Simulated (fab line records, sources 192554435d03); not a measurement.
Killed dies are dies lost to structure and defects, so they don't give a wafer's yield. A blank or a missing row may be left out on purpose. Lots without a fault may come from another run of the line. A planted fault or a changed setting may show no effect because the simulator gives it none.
Which tool did it? | flow n5_finfet | 14 lots, 37 wafers sampled, at 4 steps of a route of 1938

WHAT THE GAUGES READ, wafer by wafer
The record holds no reading of a measuring or inspecting step that can be judged against a usual standard deviation.

WHICH TOOL RAN EACH LOT (tool, then ch and the chambers of the sampled wafers, then the start)
lot  | N5_BEOL_M6_PRE_CLEAN_45      | N5_PASSIVATION_PRE_CLEAN_19  | N5_PASSIVATION_DESCUM_46           | N5_PASSIVATION_PROBE_49
L652 | pvd_sputter-02, day 9 03:29  | pvd_sputter-01, day 12 18:16 | rie_diel-06 ch 0,1, day 12 21:11   | prober-02, day 13 00:17
L654 | pvd_sputter-01, day 9 20:16  | pvd_sputter-03, day 13 05:13 | rie_diel-06 ch 0,1,3, day 13 08:23 | prober-02, day 13 11:29
L655 | pvd_sputter-01, day 10 03:56 | pvd_sputter-01, day 13 09:09 | rie_diel-04 ch 0,2, day 13 11:50   | prober-01, day 13 14:52
L657 | pvd_sputter-02, day 10 04:39 | pvd_sputter-02, day 13 05:03 | rie_diel-06 ch 0,3, day 13 07:36   | -
L656 | pvd_sputter-03, day 10 09:18 | pvd_sputter-02, day 13 11:10 | rie_diel-06 ch 0,1, day 13 14:17   | prober-01, day 13 17:20
L659 | pvd_sputter-01, day 11 02:36 | pvd_sputter-01, day 14 07:11 | rie_diel-05 ch 0,1, day 14 09:45   | prober-01, day 14 12:51
L660 | pvd_sputter-02, day 11 04:18 | pvd_sputter-01, day 14 17:40 | rie_diel-04 ch 2,3, day 14 20:08   | prober-01, day 14 23:11
L661 | pvd_sputter-02, day 11 16:28 | pvd_sputter-03, day 14 22:11 | rie_diel-05 ch 1,2,3, day 15 01:14 | prober-01, day 15 04:22
L665 | pvd_sputter-03, day 12 21:54 | pvd_sputter-02, day 16 05:51 | rie_diel-05 ch 2,3, day 16 08:32   | prober-02, day 16 11:41
L667 | pvd_sputter-03, day 12 21:59 | pvd_sputter-03, day 16 05:49 | rie_diel-06 ch 1,2, day 16 08:30   | prober-01, day 16 11:33
L668 | pvd_sputter-01, day 13 04:56 | pvd_sputter-03, day 16 13:29 | rie_diel-05 ch 0,1,2, day 16 16:46 | prober-01, day 16 19:49
L669 | pvd_sputter-01, day 13 23:35 | pvd_sputter-01, day 16 23:03 | rie_diel-05 ch 0,2, day 17 01:59   | prober-01, day 17 05:02
L674 | pvd_sputter-01, day 14 02:51 | pvd_sputter-02, day 17 16:02 | rie_diel-05 ch 2,3, day 17 19:07   | -
L671 | pvd_sputter-01, day 14 03:20 | pvd_sputter-03, day 17 17:38 | rie_diel-05 ch 1,2, day 17 20:56   | -
- N5_BEOL_M6_PRE_CLEAN_45: time 30 s.
- N5_PASSIVATION_PRE_CLEAN_19
- N5_PASSIVATION_DESCUM_46: chemistry O2, time 7.9 s.
- N5_PASSIVATION_PROBE_49

WHAT THE TOOLS THEMSELVES READ (means of the sampled wafers that have a number; where no wafer has one, the mark that the record gives instead)
N5_BEOL_M6_PRE_CLEAN_45. Usual: heater_power_w 366 W, standard deviation 27.
lot  | tool           | heater_power_w (W) | flag
L652 | pvd_sputter-02 | 342                |
L654 | pvd_sputter-01 | 375                |
L655 | pvd_sputter-01 | 359                |
L657 | pvd_sputter-02 | 352                |
L656 | pvd_sputter-03 | 382                |
L659 | pvd_sputter-01 | 366                |
L660 | pvd_sputter-02 | 341                |
L661 | pvd_sputter-02 | 346                |
L665 | pvd_sputter-03 | 341                |
L667 | pvd_sputter-03 | 362                |
L668 | pvd_sputter-01 | 394                |
L669 | pvd_sputter-01 | 380                |
L674 | pvd_sputter-01 | 385                |
L671 | pvd_sputter-01 | 396                |

N5_PASSIVATION_PRE_CLEAN_19. Usual: heater_power_w 512 W, standard deviation 39.
lot  | tool           | heater_power_w (W) | flag
L652 | pvd_sputter-01 | 565                |
L654 | pvd_sputter-03 | 480                |
L655 | pvd_sputter-01 | 548                |
L657 | pvd_sputter-02 | 460                |
L656 | pvd_sputter-02 | 478                |
L659 | pvd_sputter-01 | 528                |
L660 | pvd_sputter-01 | 566                |
L661 | pvd_sputter-03 | 532                |
L665 | pvd_sputter-02 | 481                |
L667 | pvd_sputter-03 | 497                |
L668 | pvd_sputter-03 | 481                |
L669 | pvd_sputter-01 | 542                |
L674 | pvd_sputter-02 | 473                |
L671 | pvd_sputter-03 | 539                |

N5_PASSIVATION_DESCUM_46. Usual: drypump_motor_current_A 5.9 A, standard deviation 0.48; oes_product_au 0.78 a.u., standard deviation 0.074; rf_vpp_V 243.7 V, standard deviation 1.3; showerhead_plenum_p_Torr 2.13 Torr, standard deviation 0.068; throttle_valve_pct 20.4 %, standard deviation 0.38.
lot  | tool        | drypump_motor_current_A (A) | oes_product_au (a.u.) | rf_vpp_V (V) | showerhead_plenum_p_Torr (Torr) | throttle_valve_pct (%) | flag
L652 | rie_diel-06 | 6.4                         | 0.75                  | 244.4        | 2.17                            | 20.6                   |
L654 | rie_diel-06 | 5.9                         | 0.74                  | 243.7        | 2.16                            | 20.5                   |
L655 | rie_diel-04 | 5.6                         | 0.80                  | 242.7        | 2.13                            | 20.8                   |
L657 | rie_diel-06 | 5.7                         | 0.71                  | 244.1        | 2.15                            | 20.6                   |
L656 | rie_diel-06 | 6.5                         | 0.74                  | 244.5        | 2.17                            | 20.6                   |
L659 | rie_diel-05 | 6.1                         | 0.77                  | 245.0        | 2.20                            | 20.5                   |
L660 | rie_diel-04 | 6.3                         | 0.77                  | 244.2        | 2.17                            | 20.5                   |
L661 | rie_diel-05 | 5.7                         | 0.80                  | 242.9        | 2.11                            | 20.4                   |
L665 | rie_diel-05 | 5.5                         | 0.81                  | 242.5        | 2.05                            | 20.0                   |
L667 | rie_diel-06 | 6.3                         | 0.80                  | 243.8        | 2.13                            | 20.2                   |
L668 | rie_diel-05 | 5.8                         | 0.74                  | 243.5        | 2.13                            | 20.5                   |
L669 | rie_diel-05 | 5.8                         | 0.77                  | 243.7        | 2.10                            | 20.1                   |
L674 | rie_diel-05 | 5.6                         | 0.80                  | 242.5        | 2.04                            | 20.0                   |
L671 | rie_diel-05 | 5.7                         | 0.71                  | 243.1        | 2.12                            | 20.8                   |

N5_PASSIVATION_PROBE_49. Usual: defect_limited_yield 91.3 %, standard deviation 1.4; killed_at_M0_to_M3 33, standard deviation 9.9; killed_at_M4_up 15, standard deviation 5.6; killed_at_contacts 13, standard deviation 5.7; killed_at_front_end 38, standard deviation 12; killed_at_other 4, standard deviation 3.1; killed_dies 103, standard deviation 17; killed_on_rim 13, standard deviation 4; killed_open 66, standard deviation 13; killed_short 32, standard deviation 7.8; sort_bin_5_function 5.1 %, standard deviation 0.95; sort_bin_6_memory 3.2 %, standard deviation 0.68; sort_n_pass 1077, standard deviation 17; sort_yield_pct 91.3 %, standard deviation 1.5.
lot  | tool      | defect_limited_yield (%) | killed_at_M0_to_M3 | killed_at_M4_up | killed_at_contacts | killed_at_front_end | killed_at_other | killed_dies | killed_on_rim | killed_open | killed_short | sort_bin_5_function (%) | sort_bin_6_memory (%) | sort_n_pass | sort_yield_pct (%) | flag
L652 | prober-02 | 91.8                     | 24                 | 16              | 14                 | 41                  | 2               | 96          | 13            | 66          | 26           | 5.0                     | 2.6                   | 1084        | 91.8               |
L654 | prober-02 | 90.5                     | 52                 | 13              | 11                 | 33                  | 3               | 112         | 13            | 70          | 38           | 6.1                     | 3.1                   | 1068        | 90.5               |
L655 | prober-01 | 91.4                     | 28                 | 26              | 10                 | 33                  | 5               | 102         | 14            | 61          | 37           | 5.4                     | 2.8                   | 1078        | 91.4               |
L656 | prober-01 | 88.8                     | 32                 | 11              | 18                 | 66                  | 6               | 132         | 18            | 94          | 36           | 7.1                     | 3.7                   | 1048        | 88.8               |
L659 | prober-01 | 92.1                     | 25                 | 21              | 8                  | 36                  | 3               | 93          | 10            | 64          | 28           | 4.5                     | 3.1                   | 1087        | 92.1               |
L660 | prober-01 | 92.3                     | 30                 | 15              | 11                 | 26                  | 9               | 91          | 15            | 57          | 29           | 4.4                     | 2.9                   | 1089        | 92.3               |
L661 | prober-01 | 91.1                     | 43                 | 15              | 12                 | 33                  | 2               | 105         | 10            | 63          | 38           | 5.1                     | 3.5                   | 1075        | 91.1               |
L665 | prober-02 | 85.2                     | 29                 | 77              | 18                 | 49                  | 1               | 174         | 33            | 75          | 31           | 9.0                     | 3.9                   | 1006        | 85.2               | OFF
L667 | prober-01 | 84.4                     | 30                 | 110             | 7                  | 37                  | 1               | 184         | 23            | 59          | 25           | 9.4                     | 3.6                   | 996         | 84.4               | OFF
L668 | prober-01 | 90.4                     | 36                 | 20              | 6                  | 48                  | 2               | 113         | 15            | 75          | 32           | 5.2                     | 4.0                   | 1067        | 90.4               |
L669 | prober-01 | 90.2                     | 38                 | 24              | 10                 | 34                  | 10              | 116         | 13            | 74          | 32           | 6.2                     | 3.2                   | 1064        | 90.2               |

THE ANSWER, worked out from the rows above alone
Rule: a lot is off if the mean of its wafers that have a number lies more than 3 standard deviations from the usual mean. A lot without any number at a reading at which 4 lots or more have one is off too. The other lots that the step has rows for count as sound. The gauges are gone through in route order, then the tools' own readings, and for those a lot's mean is taken as printed above. The first step at which some lot is off is used, and at that step the reading that is off furthest; a lot without a number counts as furthest.
Off: L665, L667, at N5_PASSIVATION_PROBE_49 (killed_at_M4_up). Neither off nor sound, because the step has no rows for them: L657, L674, L671.
A tool fits if, at that step or a process step before it, it ran every lot that is off, and no sound lot after the first of them. One fits: pvd_sputter-03 at N5_BEOL_M6_PRE_CLEAN_45. Its last sound lot is L656 (day 10 09:18), its first lot that is off L665 (day 12 21:54): a fault that began between those two fits.

WHAT THE SIMULATOR HAD PUT IN
Chamber particle source: pvd_sputter-03, from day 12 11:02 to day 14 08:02, at N5_BEOL_M6_PRE_CLEAN_45. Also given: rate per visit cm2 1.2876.
Lots struck among those shown: L665, L667. The rule above found the same.
